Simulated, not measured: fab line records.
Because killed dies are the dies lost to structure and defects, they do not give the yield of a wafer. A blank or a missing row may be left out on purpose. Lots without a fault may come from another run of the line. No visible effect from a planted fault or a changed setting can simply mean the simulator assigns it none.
fab line records ; flow n5_finfet
[record] lots = 9; wafers = 27; last_day = 18
route steps=1938 shown BEOL_M0_SAQP@700 BEOL_M0@716 BEOL_M4@1111 PASSIVATION@1936
lots that met no fault: from a run of the same line without faults
start_h: hours from the record's opening day to when the first of the lot's shown wafers began ; wait_h: hours from the lot's prior step to this one ; " as in the row above ; L1.1+2: one row covering several wafers at once ; - no value, or no start was given ; * or withheld: withheld ; < > ~ a bound
route shown NAME@n: a module of which the file shows steps, and the number in the route of the first ; usual: mean and standard deviation over wafers with no fault ; same: alike in all rows ; chamber/n: place in a boat ; sites: the reading at each site ; _std_site: the standard deviation of these ; _edge_site: outer sites' mean less inner sites' ; radius_mm: for every site, how far away it sits from the centre of the wafer ; mask NAME#n: copy n ; behind: the most recent tool/chamber to have shaped the wafer ; hold: reason for holding the lot/hours on hold/outcome of the hold ; device: transistor that didn't switch, given as n, p or np ; end of line: tests run on the same wafers once the route is complete ; for a step that has no rows: nothing shown but its recipe ; killed: dies that structure and defects cost at the first sort, which is not the same as the wafer's yield ; map: shows each die of a wafer: x if killed, . if not, _ if none is there
set.NAME: the run value of the setting; set.NAME@STEP: its run value at that earlier step ; model.NAME: the simulator's own value behind a step, which no gauge read
route steps across a sampled set of lots; one table per step, one row per wafer
services: a tool's chamber out of use, with start hour (start_h, from the record's first day; less than 0 if before it), hours out, and reason
[[steps]]
[step N5_BEOL_M0_SAQP_STRIP_75]
[recipe] chemistry = CF4; resist = SiARC; power_w = 300; bias_power_w = 75; pressure_mtorr = 50; cf4_flow_sccm = 150; rf_frequency_hz = 6e+07
[usual] bias_power_w = 75.01/0.24; drypump_motor_current_A = 6.1/0.49; oes_product_au = 0.171/0.013; rf_vpp_V = 270.7/1.4; showerhead_plenum_p_Torr = 1.78/0.048; throttle_valve_pct = 13.68/0.16
lot.wafer;tool;chamber;start_h;wait_h;bias_power_w;drypump_motor_current_A;oes_product_au;rf_hours_counter_h;rf_vpp_V;showerhead_plenum_p_Torr;throttle_valve_pct
L213.2;rie_diel-06;2;136.90;0.1;75.10;6.7;0.169;204;271.3;1.73;13.86
L213.3;rie_diel-06;3;136.90;0.1;74.96;5.6;0.165;154;273.7;1.87;13.76
L213.5;rie_diel-06;0;136.90;0.1;74.84;6.4;0.204;-;273.5;1.84;13.26
L214.3;rie_diel-02;2;138.01;0.1;75.28;5.9;0.169;201;271.7;1.77;13.72
L214.4;rie_diel-02;3;138.01;0.1;74.97;6.5;0.190;98;269.3;1.73;13.64
L214.6;rie_diel-02;0;138.01;0.1;74.65;6.5;0.175;-;270.2;1.78;13.73
L218.1;rie_diel-02;2;170.65;0.1;74.83;5.8;0.161;210;270.1;1.77;13.73
L218.2;rie_diel-02;1;170.65;0.1;75.37;5.7;0.165;169;273.4;1.86;13.63
L218.4;rie_diel-02;0;170.65;0.1;75.01;6.6;0.173;148;272.4;1.78;13.72
L224.1;rie_diel-02;2;200.61;0.1;74.93;5.9;0.161;219;272.8;1.76;13.76
L224.3;rie_diel-02;3;200.61;0.1;74.47;6.5;0.181;115;269.3;1.73;13.68
L224.5;rie_diel-02;0;200.61;0.1;74.80;6.6;0.167;-;271.7;1.77;13.78
L225.2;rie_diel-02;3;204.47;0.1;74.49;6.5;0.182;117;269.0;1.73;13.69
L225.4;rie_diel-02;1;204.47;0.1;74.94;5.7;0.158;180;271.6;1.85;13.65
L225.5;rie_diel-02;1;204.47;0.1;75.28;5.7;0.167;-;274.4;1.85;13.64
L226.1;rie_diel-02;1;207.63;0.1;75.38;5.7;0.167;181;271.8;1.85;13.65
L226.2;rie_diel-02;2;207.63;0.1;75.19;5.9;0.160;222;269.5;1.76;13.75
L226.4;rie_diel-02;0;207.63;0.1;74.76;6.5;0.166;158;271.4;1.77;13.75
L227.2;rie_diel-02;2;212.10;0.1;75.21;5.8;0.160;224;270.5;1.76;13.76
L227.4;rie_diel-02;1;212.10;0.1;74.85;5.7;0.160;182;273.8;1.85;13.65
L227.5;rie_diel-02;3;212.10;0.1;75.12;6.5;0.183;-;270.8;1.73;13.68
L229.1;rie_diel-02;0;225.30;0.1;74.91;6.6;0.167;164;272.0;1.77;13.76
L229.2;rie_diel-02;2;225.30;0.1;74.63;5.8;0.156;228;271.7;1.76;13.75
L229.4;rie_diel-02;1;225.30;0.1;75.15;5.7;0.169;187;272.1;1.85;13.66
L230.2;rie_diel-02;1;237.20;0.1;74.73;5.7;0.159;190;273.7;1.85;13.66
L230.3;rie_diel-02;2;237.20;0.1;75.23;5.8;0.159;232;270.9;1.76;13.77
L230.4;rie_diel-02;0;237.20;0.1;75.18;6.5;0.169;167;271.0;1.77;13.78
[step N5_BEOL_M0_HM_OPEN_105]
[recipe] chemistry = Cl2/BCl3; target_depth_a = 120; target = TiN; ion_energy_ev = 150; pressure_mtorr = 10; icp_w = 1000; bias_w = 126; Cl2_flow_sccm = 53.25; bcl3_flow_sccm = 21.75; Ar_flow_sccm = 25
[usual] drypump_motor_current_A = 5.9/0.62; he_backside_leak_sccm = 3.51/0.25; oes_product_au = 0.80/0.12; throttle_valve_pct = 22.0/0.43
lot.wafer;tool;chamber;start_h;wait_h;drypump_motor_current_A;he_backside_leak_sccm;oes_product_au;rf_hours_counter_h;throttle_valve_pct
L213.2;rie_metal-02;0;138.55;1.0;5.3;3.62;1.00;0;21.6
L213.3;rie_metal-02;0;138.55;1.0;5.3;3.72;1.00;-;21.6
L213.5;rie_metal-02;1;138.55;1.0;6.7;3.62;0.71;-;22.3
L214.3;rie_metal-01;0;138.85;0.1;5.9;3.45;0.69;-;22.5
L214.4;rie_metal-01;1;138.85;0.1;5.4;3.59;0.88;-;22.0
L214.6;rie_metal-01;0;138.85;0.1;5.8;3.68;0.69;-;22.5
L218.1;rie_metal-01;0;172.15;0.8;5.8;3.81;0.68;84;22.5
L218.2;rie_metal-01;1;172.15;0.8;5.4;3.63;0.86;16;22.0
L218.4;rie_metal-01;1;172.15;0.8;5.4;3.48;0.86;-;22.1
L224.1;rie_metal-02;1;204.69;3.3;6.7;3.45;0.69;93;22.3
L224.3;rie_metal-02;1;204.69;3.3;6.7;3.71;0.70;-;22.3
L224.5;rie_metal-02;0;204.69;3.3;5.3;3.65;0.95;-;21.6
L225.2;rie_metal-01;1;207.61;2.4;5.4;3.39;0.86;18;22.1
L225.4;rie_metal-01;0;207.61;2.4;5.9;3.59;0.68;-;22.5
L225.5;rie_metal-01;0;207.61;2.4;5.9;3.54;0.69;-;22.5
L226.1;rie_metal-01;1;209.87;1.3;5.4;3.41;0.85;19;22.1
L226.2;rie_metal-01;0;209.87;1.3;5.8;3.63;0.68;87;22.5
L226.4;rie_metal-01;0;209.87;1.3;5.9;3.73;0.67;-;22.5
L227.2;rie_metal-01;1;213.77;0.7;5.4;3.54;0.86;19;22.1
L227.4;rie_metal-01;1;213.77;0.7;5.4;3.38;0.85;-;22.1
L227.5;rie_metal-01;0;213.77;0.7;5.8;3.62;0.67;-;22.5
L229.1;rie_metal-01;0;230.77;4.6;5.9;3.62;0.68;88;22.5
L229.2;rie_metal-01;1;230.77;4.6;5.4;3.46;0.84;20;22.1
L229.4;rie_metal-01;1;230.77;4.6;5.4;3.63;0.85;-;22.1
L230.2;rie_metal-01;1;240.81;2.9;5.4;3.59;0.85;21;22.1
L230.3;rie_metal-01;0;240.81;2.9;5.9;3.62;0.68;-;22.5
L230.4;rie_metal-01;1;240.81;2.9;5.4;3.55;0.85;-;22.0
[step N5_BEOL_M0_ALD_136]
[recipe] material = TaN; target_thk_a = *; temp_c = 275; ald_precursor_family = PDMAT; ald_co_reactant = NH3; pressure_torr = 3; carrier_flow_sccm = 1500; pulse_time_s = 2; purge_time_s = 3; co_reactant_purge_time_s = 2; co_reactant_pulse_time_s = 3; ald_cycles = 30; precursor_vessel_temp_c = 75; precursor_vessel_pressure_torr = 26.25; precursor_vessel_carrier_sccm = 1000
[usual] ald_cycles = 30/0; heater_power_w = 397/34
[same] co_reactant_purge_time_s = 2
lot.wafer;tool;chamber;start_h;wait_h;ald_cycles;heater_power_w
L213.2;ald_metal-01;3;139.81;0.0;30;379
L213.3;ald_metal-01;1;139.81;0.0;30;381
L213.5;ald_metal-01;3;139.81;0.0;30;380
L214.3;ald_metal-01;1;141.41;0.3;30;382
L214.4;ald_metal-01;1;141.41;0.3;30;383
L214.6;ald_metal-01;2;141.41;0.3;30;403
L218.1;ald_metal-04;1;176.08;0.2;30;382
L218.2;ald_metal-04;2;176.08;0.2;30;445
L218.4;ald_metal-04;3;176.08;0.2;30;356
L224.1;ald_metal-01;3;206.61;0.0;30;380
L224.3;ald_metal-01;1;206.61;0.0;14;375
L224.5;ald_metal-01;1;206.61;0.0;14;392
L225.2;ald_metal-01;1;209.05;0.0;14;384
L225.4;ald_metal-01;3;209.05;0.0;30;382
L225.5;ald_metal-01;3;209.05;0.0;14;370
L226.1;ald_metal-03;2;211.57;0.2;30;421
L226.2;ald_metal-03;3;211.57;0.2;30;463
L226.4;ald_metal-03;0;211.57;0.2;30;355
L227.2;ald_metal-01;0;216.23;0.1;14;461
L227.4;ald_metal-01;1;216.23;0.1;30;388
L227.5;ald_metal-01;3;216.23;0.1;14;377
L229.1;ald_metal-04;3;234.60;0.0;30;368
L229.2;ald_metal-04;0;234.60;0.0;30;364
L229.4;ald_metal-04;2;234.60;0.0;30;445
L230.2;ald_metal-04;0;242.12;0.1;30;365
L230.3;ald_metal-04;3;242.12;0.1;30;365
L230.4;ald_metal-04;2;242.12;0.1;30;444
[step N5_BEOL_M0_ANNEAL_133]
[recipe] temp_c = 400; time_s = 60; ambient = vacuum
[usual] heater_power_w = 852/64; susceptor_temp_C_max = 401.1/0.37
lot.wafer;tool;chamber;start_h;wait_h;heater_power_w;susceptor_temp_C_max
L213.2;pvd_sputter-03;-;140.60;0.0;838;400.7
L213.3;pvd_sputter-03;-;140.60;0.0;826;400.3
L213.5;pvd_sputter-03;-;140.60;0.0;873;402.2
L214.3;pvd_sputter-02;-;142.24;0.0;811;401.1
L214.4;pvd_sputter-02;-;142.24;0.0;1021;400.9
L214.6;pvd_sputter-02;-;142.24;0.0;824;401.5
L218.1;pvd_sputter-01;-;176.86;0.0;860;401.0
L218.2;pvd_sputter-01;-;176.86;0.0;853;401.2
L218.4;pvd_sputter-01;-;176.86;0.0;882;401.1
L224.1;pvd_sputter-02;-;207.59;0.0;1023;400.9
L224.3;pvd_sputter-02;-;207.59;0.0;781;400.7
L224.5;pvd_sputter-02;-;207.59;0.0;795;401.4
L225.2;pvd_sputter-03;-;209.99;0.0;811;400.7
L225.4;pvd_sputter-03;-;209.99;0.0;850;401.1
L225.5;pvd_sputter-03;-;209.99;0.0;822;400.6
L226.1;pvd_sputter-02;-;212.48;0.0;849;400.9
L226.2;pvd_sputter-02;-;212.48;0.0;1014;401.2
L226.4;pvd_sputter-02;-;212.48;0.0;820;401.0
L227.2;pvd_sputter-02;-;216.94;0.0;819;401.7
L227.4;pvd_sputter-02;-;216.94;0.0;1008;401.1
L227.5;pvd_sputter-02;-;216.94;0.0;847;401.3
L229.1;pvd_sputter-01;-;235.48;0.0;904;401.2
L229.2;pvd_sputter-01;-;235.48;0.0;856;400.7
L229.4;pvd_sputter-01;-;235.48;0.0;849;401.1
L230.2;pvd_sputter-01;-;242.73;0.0;841;401.5
L230.3;pvd_sputter-01;-;242.73;0.0;792;401.3
L230.4;pvd_sputter-01;-;242.73;0.0;863;401.0
[step N5_BEOL_M0_CMP_120]
[recipe] stop_on = SiOC; t_overpolish_s = 6.9; down_force_psi = 1; platen_rpm = 50; clearing_platen_down_force_psi = 1.5; clearing_platen_rpm = 50; post_cmp_clean = cu_alkaline; clearing_platen_pad_velocity_m_s = 0.99484; pad_velocity_m_s = 0.99484
[usual] barrier_field_endpoint_s = 3.66/0.13; motor_current_A = 5.8/0.56
lot.wafer;tool;chamber;start_h;wait_h;barrier_field_endpoint_s;motor_current_A
L213.3;cmp-02;1;141.37;0.3;3.68;5.2
L213.2;cmp-02;3;141.37;0.3;3.67;6.5
L213.5;cmp-02;1;141.37;0.3;3.74;5.5
L214.3;cmp-02;0;143.06;0.3;3.74;5.7
L214.4;cmp-02;2;143.06;0.3;3.69;4.5
L214.6;cmp-02;0;143.06;0.3;3.88;5.9
L218.4;cmp-03;3;177.51;0.1;3.77;5.4
L218.2;cmp-03;0;177.51;0.1;3.86;5.8
L218.1;cmp-03;2;177.51;0.1;3.55;5.6
L224.1;cmp-03;0;208.24;0.3;3.84;5.6
L224.3;cmp-03;1;208.24;0.3;2.71;6.3
L224.5;cmp-03;0;208.24;0.3;2.80;5.7
L225.4;cmp-03;0;210.88;0.4;3.79;5.9
L225.2;cmp-03;2;210.88;0.4;2.63;6.2
L225.5;cmp-03;0;210.88;0.4;2.84;5.5
L226.4;cmp-02;3;213.17;0.1;3.62;6.7
L226.1;cmp-02;0;213.17;0.1;3.64;5.5
L226.2;cmp-02;2;213.17;0.1;3.52;4.3
L227.4;cmp-02;0;217.62;0.1;3.36;5.5
L227.2;cmp-02;1;217.62;0.1;2.66;5.1
L227.5;cmp-02;0;217.62;0.1;2.61;5.7
L229.1;cmp-02;3;236.13;0.3;3.59;6.6
L229.4;cmp-02;1;236.13;0.3;3.66;5.2
L229.2;cmp-02;2;236.13;0.3;3.63;4.5
L230.4;cmp-02;0;243.53;0.1;3.73;5.7
L230.3;cmp-02;1;243.53;0.1;3.67;5.6
L230.2;cmp-02;2;243.53;0.1;3.43;4.5
[step N5_BEOL_M4_RC_MEAS_101]
[usual] DIBL_N = 36.8/1.9; DIBL_P = 36.5/2.1; IOFF_N = 0.17/0.038; IOFF_P = 0.22/0.039; ION_N = 675/12; ION_P = 463/7.4; SS_N = 71.6/0.71; SS_P = 73.4/0.72; VT_N = 249/3.3; VT_P = -250/3.3
lot.wafer;tool;chamber;start_h;wait_h;DIBL_N[mV/V];DIBL_P[mV/V];IOFF_N[nA/um];IOFF_P[nA/um];ION_N[uA/um];ION_P[uA/um];SS_N[mV/dec];SS_P[mV/dec];VT_N[mV];VT_P[mV]
L213.2;prober-01;0;195.36;0.2;34.4;35.3;0.14;0.19;671;453;70.9;73.0;250;-252
L213.3;prober-01;0;195.36;0.2;33.6;34.6;0.13;0.18;657;455;71.0;72.9;252;-251
L213.5;prober-01;0;195.36;0.2;34.9;35.1;0.15;0.19;670;455;70.8;73.9;253;-251
L214.3;prober-01;0;197.22;0.3;34.9;33.1;0.12;0.15;653;449;71.0;72.1;254;-257
L214.4;prober-01;0;197.22;0.3;35.7;34.4;0.13;0.16;665;455;71.1;72.6;255;-255
L214.6;prober-01;0;197.22;0.3;32.1;30.7;0.10;0.13;645;447;70.5;72.0;255;-255
L218.1;prober-02;0;235.10;0.0;39.0;39.6;0.23;0.31;690;478;72.3;73.2;242;-245
L218.2;prober-02;0;235.10;0.0;38.3;36.4;0.20;0.22;682;459;71.7;72.7;248;-250
L218.4;prober-02;0;235.10;0.0;37.9;38.0;0.19;0.25;688;473;71.8;73.6;246;-247
L226.1;prober-02;0;267.33;0.0;35.6;35.2;0.14;0.21;671;466;71.0;73.7;252;-250
L226.2;prober-02;0;267.33;0.0;34.5;34.4;0.13;0.20;668;464;70.7;72.6;255;-246
L226.4;prober-02;0;267.33;0.0;35.5;35.4;0.14;0.22;678;467;71.7;73.4;253;-247
L224.1;prober-01;0;287.35;0.0;39.0;37.3;0.23;0.27;668;461;73.2;73.8;247;-244
L224.3;prober-01;0;287.35;0.0;34.7;34.8;0.14;0.23;682;480;70.9;73.4;251;-248
L224.5;prober-01;0;287.35;0.0;41.0;40.3;0.31;0.33;682;470;72.9;75.1;242;-243
L225.2;prober-01;0;291.80;0.2;36.7;37.7;0.18;0.24;675;467;72.2;73.5;247;-246
L225.4;prober-01;0;291.80;0.2;36.0;37.0;0.17;0.23;665;461;72.5;73.2;248;-248
L225.5;prober-01;0;291.80;0.2;33.4;34.2;0.13;0.19;660;458;71.2;72.3;250;-249
L227.2;prober-02;0;292.74;0.2;36.2;35.5;0.13;0.18;676;461;71.8;73.3;253;-256
L227.4;prober-02;0;292.74;0.2;38.4;37.3;0.16;0.20;667;454;72.5;73.9;252;-251
L227.5;prober-02;0;292.74;0.2;34.2;32.5;0.11;0.14;673;456;71.4;72.3;254;-257
L230.2;prober-02;0;330.36;0.2;34.5;33.5;0.12;0.15;681;463;70.7;72.4;252;-252
L230.3;prober-02;0;330.36;0.2;35.6;34.9;0.13;0.17;677;462;71.7;73.2;254;-253
L230.4;prober-02;0;330.36;0.2;36.0;35.2;0.15;0.17;676;456;72.1;73.9;250;-254
L229.1;prober-02;0;333.13;0.0;36.7;36.4;0.19;0.22;697;480;71.0;73.7;246;-250
L229.2;prober-02;0;333.13;0.0;39.4;38.8;0.23;0.25;711;477;70.9;73.0;242;-249
L229.4;prober-02;0;333.13;0.0;39.3;39.0;0.24;0.25;712;474;71.5;74.3;244;-249
[step N5_PASSIVATION_PROBE_49]
[usual] defect_limited_yield = 91.3/1.4; killed_at_M0_to_M3 = 33/11; killed_at_M4_up = 15/6.2; killed_at_contacts = 13/6.5; killed_at_front_end = 38/11; killed_at_other = 3.4/2.6; killed_dies = 102/17; killed_open = 67/12; killed_short = 34/7.9; sort_bin_4_leakage = 0.00/0.022; sort_bin_5_function = 5.1/0.88; sort_bin_6_memory = 3.3/0.65; sort_n_pass = 1078/17; sort_yield_pct = 91.3/1.4
[same] gross_dies = 1180; killed_at_back_side = 0; sort_bin_8_speed[%] = 0
lot.wafer;tool;chamber;start_h;wait_h;defect_limited_yield[%];killed_at_M0_to_M3;killed_at_M4_up;killed_at_contacts;killed_at_front_end;killed_at_other;killed_dies;killed_open;killed_short;sort_bin_4_leakage[%];sort_bin_5_function[%];sort_bin_6_memory[%];sort_n_pass;sort_yield_pct[%]
L225.2;prober-01;-;394.05;0.1;90.1;20;28;20;45;4;117;86;30;0;6.0;3.6;1063;90.1
L225.4;prober-01;-;394.15;0.2;91.9;29;9;18;34;5;95;54;40;0;4.8;2.7;1085;91.9
L225.5;prober-01;-;394.20;0.2;91.4;20;11;20;48;2;101;67;33;0;5.1;3.5;1079;91.4
// killed by level:class
L225.2 MOL_CONTACT_COAG:geometric_particle:open=20 STI_FIN_REVEAL:geometric_particle:open=18 FIN_SAQP:geometric_particle:short=13 BEOL_M2:geometric_particle:open=11 BEOL_M5:geometric_particle:open=7 BEOL_M4:geometric_particle:open=6 BEOL_M5:geometric_particle:short=5 FIN_SAQP:geometric_particle:open=3
L225.4 MOL_CONTACT_COAG:geometric_particle:open=13 BEOL_M0_SAQP:geometric_particle:short=8 FIN_SAQP:geometric_particle:short=7 FIN_SAQP:geometric_particle:open=6 DUMMY_GATE:geometric_particle:open=5 DUMMY_GATE:geometric_particle:short=5 MOL_CONTACT_COAG:geometric_particle:short=5 BEOL_M2:geometric_particle:open=5
L225.5 FIN_SAQP:geometric_particle:short=12 MOL_CONTACT_COAG:geometric_particle:open=11 STI_FIN_REVEAL:geometric_particle:open=10 FIN_SAQP:geometric_particle:open=9 MOL_CONTACT_COAG:geometric_particle:short=9 DUMMY_GATE:geometric_particle:open=7 BEOL_M2:geometric_particle:open=6 BEOL_M7:geometric_particle:open=5
[[services]]
tool;chamber;start_h;hours;kind
pvd_sputter-03;-;120.94;3.7;repair
pvd_sputter-01;-;121.58;6.0;repair
pvd_sputter-01;-;130.92;7.7;repair
rie_metal-02;0;169.19;2.9;repair
ald_metal-03;-;177.15;0.4;repair
rie_metal-02;0;213.82;4.2;repair
rie_diel-06;3;216.58;5.0;repair
ald_metal-01;-;220.67;1.1;repair
ald_metal-04;3;232.94;-;calibration
cmp-03;-;235.46;3.2;repair
cmp-02;-;237.45;4.0;pm
rie_diel-06;1;240.99;8.6;repair
cmp-02;-;241.45;-;consumable_replace:conditioner
cmp-02;-;241.45;-;consumable_replace:pad
[[key]]
[first_sign] step = N5_BEOL_M0_ALD_136; reading = ald_cycles; direction = down; sigmas = 99+; usual = *; struck = *
[effect] step = N5_BEOL_M0_CMP_120; reading = barrier_field_endpoint_s; direction = down; sigmas = 7.4; usual = 3.66; struck = 2.71
met_at N5_BEOL_M0_ALD_136
struck_lots L224,L225,L227
struck_wafers L224.3,L224.5,L225.2,L225.5,L227.2,L227.5
not_acting_at N5_BEOL_M0_SAQP_STRIP_75,N5_BEOL_M0_HM_OPEN_105,N5_BEOL_M0_ANNEAL_133
onset_between 141.41 206.61
[fault] kind = process_parameter_drift; tool = ald_metal-01; chamber = -; onset_h = 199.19; steps = N5_BEOL_M0_ALD_136; channel = ald_cycles; offset = *; shape = step; end_h = 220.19; scope = struck_wafers_only; acts_in = *; stated = *
